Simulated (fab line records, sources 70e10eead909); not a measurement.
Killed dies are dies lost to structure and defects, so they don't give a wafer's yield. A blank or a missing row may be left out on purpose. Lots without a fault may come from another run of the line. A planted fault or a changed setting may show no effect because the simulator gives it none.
Tool commonality check | flow nand_harc | 11 lots, 33 wafers sampled

WHY IT WAS OPENED
At NHARC_A_SOURCE_PLATE_INSPECT_08 the reading raw_defect_count is flagged on 2 of 11 lots. Wafers without a fault read 62, standard deviation 24.
Rule: a lot is flagged when every wafer of it that has a number lies more than 4 standard deviations from that mean, or none has a number. The other lots count as sound.

lot  | measured     | on                | raw_defect_count, wafer by wafer | flag
L260 | day 7 19:55  | defect_inspect-02 | 83 48 68                         |
L262 | day 8 11:02  | defect_inspect-01 | 65 32 68                         |
L264 | day 9 17:19  | defect_inspect-02 | 57 84 45                         |
L265 | day 9 17:19  | defect_inspect-01 | 62 70 37                         |
L275 | day 13 13:46 | defect_inspect-01 | 810 805 876                      | FLAGGED
L274 | day 13 13:49 | defect_inspect-01 | 759 795 813                      | FLAGGED
L278 | day 15 03:51 | defect_inspect-02 | 80 30 52                         |
L281 | day 16 06:59 | defect_inspect-02 | 77 42 76                         |
L280 | day 16 07:02 | defect_inspect-01 | 57 44 93                         |
L282 | day 16 22:53 | defect_inspect-02 | 66 38 70                         |
L283 | day 17 04:44 | defect_inspect-02 | 103 81 104                       |
The numbers of the flagged lots are 810 on average: +748 against the usual, or +31 standard deviations.

WHICH TOOL RAN EACH LOT
The record holds 3 process steps before the reading, out of a route of 1302 steps. In each cell: the tool, then ch and the chambers that the sampled wafers went through, then the start.
lot  | flag    | NHARC_P_BONDPAD_STRIP_15           | NHARC_P_BONDPAD_ETCH_24                       | NHARC_A_SOURCE_PLATE_OXIDE_02
L260 |         | rie_diel-03 ch 0,1,2, day 6 19:05  | rie_diel-03 ch 1,2,3, day 6 21:14 or earlier  | furnace-08 ch 0, day 7 03:14
L262 |         | rie_diel-06 ch 1,3, day 7 08:14    | rie_diel-06 ch 0,1,2, day 7 10:23 or earlier  | furnace-04 ch 0, day 7 18:31
L264 |         | rie_diel-06 ch 1,2,3, day 8 15:55  | rie_diel-06 ch 0,2, day 8 18:08 or earlier    | furnace-08 ch 0, day 9 00:14
L265 |         | rie_diel-07 ch 0,1, day 8 16:49    | rie_diel-07 ch 0,1,2, day 8 19:02 or earlier  | furnace-08 ch 0, day 9 00:14
L275 | FLAGGED | rie_diel-03 ch 0,3, day 12 13:28   | rie_diel-03 ch 1,2,3, day 12 15:37 or earlier | furnace-07 ch 0, day 12 21:10
L274 | FLAGGED | rie_diel-03 ch 2,3, day 12 14:17   | rie_diel-03 ch 0,2,3, day 12 16:26 or earlier | furnace-07 ch 0, day 12 21:10
L278 |         | rie_diel-03 ch 0,2,3, day 14 00:42 | rie_diel-03 ch 0,2,3, day 14 02:52 or earlier | furnace-08 ch 0, day 14 10:50
L281 |         | rie_diel-06 ch 0,3, day 15 04:58   | rie_diel-06 ch 1,2,3, day 15 07:07 or earlier | furnace-08 ch 0, day 15 13:07
L280 |         | rie_diel-03 ch 1,2,3, day 15 05:25 | rie_diel-03 ch 0,2,3, day 15 07:35 or earlier | furnace-08 ch 0, day 15 13:07
L282 |         | rie_diel-07 ch 0,1, day 15 21:32   | rie_diel-07 ch 0,2, day 15 23:41 or earlier   | furnace-08 ch 0, day 16 05:45
L283 |         | rie_diel-06 ch 1,2,3, day 16 02:45 | rie_diel-06 ch 0,1,3, day 16 04:53 or earlier | furnace-07 ch 0, day 16 11:52
What these steps do:
- NHARC_P_BONDPAD_STRIP_15: strips in O2.
- NHARC_P_BONDPAD_ETCH_24: etches the open film in CF4/N2, target depth 30 nm, time 72.99 s.
- NHARC_A_SOURCE_PLATE_OXIDE_02: material SiO2, target thk 10 nm, ox time 1362 s.
- NHARC_A_SOURCE_PLATE_INSPECT_08

FLAGGED OVER TOTAL, TOOL BY TOOL (the gauges that took the reading come last)
step                            | tool              | lots run | flagged | share of the flagged lots | sound lots run after its first flagged lot
NHARC_P_BONDPAD_STRIP_15        | rie_diel-03       | 5        | 2       | all                       | 2 (L278,L280)
NHARC_P_BONDPAD_STRIP_15        | rie_diel-06       | 4        | 0       | none                      | -
NHARC_P_BONDPAD_STRIP_15        | rie_diel-07       | 2        | 0       | none                      | -
NHARC_P_BONDPAD_ETCH_24         | rie_diel-03       | 5        | 2       | all                       | 2 (L278,L280)
NHARC_P_BONDPAD_ETCH_24         | rie_diel-06       | 4        | 0       | none                      | -
NHARC_P_BONDPAD_ETCH_24         | rie_diel-07       | 2        | 0       | none                      | -
NHARC_A_SOURCE_PLATE_OXIDE_02   | furnace-04        | 1        | 0       | none                      | -
NHARC_A_SOURCE_PLATE_OXIDE_02   | furnace-07        | 3        | 2       | all                       | 1 (L283)
NHARC_A_SOURCE_PLATE_OXIDE_02   | furnace-08        | 7        | 0       | none                      | -
NHARC_A_SOURCE_PLATE_INSPECT_08 | defect_inspect-01 | 5        | 2       | all                       | 1 (L280)
NHARC_A_SOURCE_PLATE_INSPECT_08 | defect_inspect-02 | 6        | 0       | none                      | -
NHARC_P_BONDPAD_ETCH_24 gives no start for some lots, so the hours and the order of its lots are those of NHARC_P_BONDPAD_INSPECT_23.

WHAT THE TABLE ALLOWS
4 rows of the table ran every flagged lot: rie_diel-03 at NHARC_P_BONDPAD_STRIP_15, rie_diel-03 at NHARC_P_BONDPAD_ETCH_24, furnace-07 at NHARC_A_SOURCE_PLATE_OXIDE_02, defect_inspect-01 at NHARC_A_SOURCE_PLATE_INSPECT_08.
- rie_diel-03 at NHARC_P_BONDPAD_STRIP_15: 2 of its 5 lots flagged. Sound lots ran on it after the first flagged one (L278, L280), which a lasting fault on the whole tool wouldn't allow.
- rie_diel-03 at NHARC_P_BONDPAD_ETCH_24: 2 of its 5 lots flagged. Sound lots ran on it after the first flagged one (L278, L280), which a lasting fault on the whole tool wouldn't allow.
- furnace-07 at NHARC_A_SOURCE_PLATE_OXIDE_02: 2 of its 3 lots flagged. Sound lots ran on it after the first flagged one (L283), which a lasting fault on the whole tool wouldn't allow.
- defect_inspect-01 at NHARC_A_SOURCE_PLATE_INSPECT_08: 2 of its 5 lots flagged. Sound lots ran on it after the first flagged one (L280), which a lasting fault on the whole tool wouldn't allow.
No row of the table ran every flagged lot and no sound lot after the first.

WHAT THE SIMULATOR HAD PUT IN
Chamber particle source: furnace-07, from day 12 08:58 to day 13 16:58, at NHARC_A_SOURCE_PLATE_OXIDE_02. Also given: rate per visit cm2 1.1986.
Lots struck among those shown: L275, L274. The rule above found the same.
